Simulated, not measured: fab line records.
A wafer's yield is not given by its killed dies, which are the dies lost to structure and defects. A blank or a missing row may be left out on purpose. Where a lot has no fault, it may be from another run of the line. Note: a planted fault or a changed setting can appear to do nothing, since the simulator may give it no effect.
Split-lot experiment + flow n5 finfet + 21 wafers read from 7 lots, route of 1938 steps

## THE SPLIT
At N5_SD_EPI_N_COAT_33 (time 60 s, resist thk 35 nm), the setting spin rpm was moved away from the recipe's 1500 rpm on 8 of the 21 wafers read, by -6.9% to +10.9%. The other wafers ran this setting at the recipe's value.

## FROM THE SPLIT TO THE READING: what the file shows between them, 3 steps
- N5_SD_EPI_N_COAT_03: resist thk 150 nm
- N5_SD_EPI_N_EBR_05
- N5_SD_EPI_N_DESCUM_14: chemistry O2, time 7.9 s

## THE READING
CAR-ArF-block_of_SD_EPI_N_COAT_03.thk nm (the simulator's own value, which no gauge read), in nm, at N5_SD_EPI_N_ETCH_34 (etches SiARC in CF4, target depth 45.5 nm, time 75.8 s). There is no usual value for it anywhere in the file. The 13 wafers here that ran the recipe average 110.8 nm, standard deviation 0.4 nm.

| wafer  | tool, chamber at the split | spin rpm as run, rpm | against the recipe | CAR-ArF-block_of_SD_EPI_N_COAT_03.thk nm, nm | against lot-mates on the recipe |
|--------|----------------------------|----------------------|--------------------|----------------------------------------------|---------------------------------|
| L075.2 | litho track-05, 0          | 1445                 | -3.7%              | 109.6                                        | -0.4                            |
| L075.3 | litho track-05, 0          | 1500                 | recipe             | 110                                          | -                               |
| L075.4 | litho track-05, 0          | 1445                 | -3.7%              | 110                                          | +0.0                            |
| L078.1 | litho track-05, 0          | 1500                 | recipe             | 110.8                                        | -                               |
| L078.2 | litho track-05, 0          | 1500                 | recipe             | 111.4                                        | -                               |
| L078.5 | litho track-05, 0          | 1500                 | recipe             | 111                                          | -                               |
| L080.2 | litho track-01, 0          | 1448                 | -3.5%              | 110                                          | -0.8                            |
| L080.4 | litho track-01, 0          | 1500                 | recipe             | 110.8                                        | -                               |
| L080.6 | litho track-01, 0          | 1500                 | recipe             | 110.8                                        | -                               |
| L081.3 | litho track-03, 0          | 1500                 | recipe             | 110.6                                        | -                               |
| L081.5 | litho track-03, 0          | 1500                 | recipe             | 111                                          | -                               |
| L081.6 | litho track-03, 0          | 1500                 | recipe             | 110.8                                        | -                               |
| L087.3 | litho track-03, 0          | 1662                 | +10.8%             | 112.4                                        | +2.0                            |
| L087.4 | litho track-03, 0          | 1500                 | recipe             | 110.4                                        | -                               |
| L087.6 | litho track-03, 0          | 1500                 | recipe             | 110.4                                        | -                               |
| L093.4 | litho track-01, 0          | 1663                 | +10.9%             | 113.4                                        | +1.8                            |
| L093.5 | litho track-01, 0          | 1663                 | +10.9%             | 113.6                                        | +2.0                            |
| L093.6 | litho track-01, 0          | 1500                 | recipe             | 111.6                                        | -                               |
| L096.2 | litho track-03, 0          | 1500                 | recipe             | 111                                          | -                               |
| L096.4 | litho track-03, 0          | 1397                 | -6.9%              | 110                                          | -1.0                            |
| L096.5 | litho track-03, 0          | 1397                 | -6.9%              | 109.6                                        | -1.4                            |

FIT RESULTS
A straight line over all 21 wafers: CAR-ArF-block_of_SD_EPI_N_COAT_03.thk nm changes by +0.205 nm for each +1% of spin rpm; r = +0.92; the points scatter about the line by 0.43 nm.
The same after taking each lot's own level away (the mean of its wafers on the recipe; 21 wafers): +0.171 nm for each +1%; r = +0.97; scatter 0.21 nm.
On that fit, the largest move of spin rpm shifts the reading by 1.9 nm.
Measured against the standard deviation above, the lots' own levels, which go from 110.00 to 111.60 nm, span 4.0 times it.
Hence the slope depends on the lot-to-lot level, as the two fits are not the same.
Check: +1.94 nm against its lot-mates is what the line predicts for one of the wafers moved furthest among these (+10.9%) when that wafer is left out of the fit. It came out at +1.8 nm against them.

## ADDITIONAL SPLITS CARRIED BY THESE WAFERS
Other splits were also applied to these wafers ahead of the reading. Each is held against what the fit with the lots' levels taken away leaves over:
| other split on the same wafers | wafers away from the commonest value | r with CAR-ArF-block_of_SD_EPI_N_COAT_03.thk nm (lot level and that fit taken away) |
|--------------------------------|--------------------------------------|-------------------------------------------------------------------------------------|
| N5_WELL_APT_COAT_02 spin rpm   | 7                                    | -0.32                                                                               |
| N5_SD_EPI_N_COAT_32 spin rpm   | 6                                    | -0.02                                                                               |

## THE WHOLE CHAIN: every reading that the file lists as answering this split, in the file's order
| step                | what it does                                           | reading                                                                                   | change (the file's fit)               | r (the file's) |
|---------------------|--------------------------------------------------------|-------------------------------------------------------------------------------------------|---------------------------------------|----------------|
| N5_SD_EPI_N_COAT_33 | time 60 s, resist thk 35 nm                            | SiARC_of_SD_EPI_N_COAT_33.thk nm (the simulator's own value, which no gauge read)         | -0.163 nm for each +1% of the setting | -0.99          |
| N5_SD_EPI_N_ETCH_34 | etches SiARC in CF4, target depth 45.5 nm, time 75.8 s | etch.depth nm (the simulator's own value, which no gauge read)                            | -0.164 nm for each +1% of the setting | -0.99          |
| N5_SD_EPI_N_ETCH_34 | etches SiARC in CF4, target depth 45.5 nm, time 75.8 s | CAR-ArF-block_of_SD_EPI_N_COAT_03.thk nm (the simulator's own value, which no gauge read) | +0.176 nm for each +1% of the setting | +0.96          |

## THE FILE'S OWN FIT
CAR-ArF-block_of_SD_EPI_N_COAT_03.thk nm changes by +0.176 nm for each +1% of spin rpm, r = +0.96.
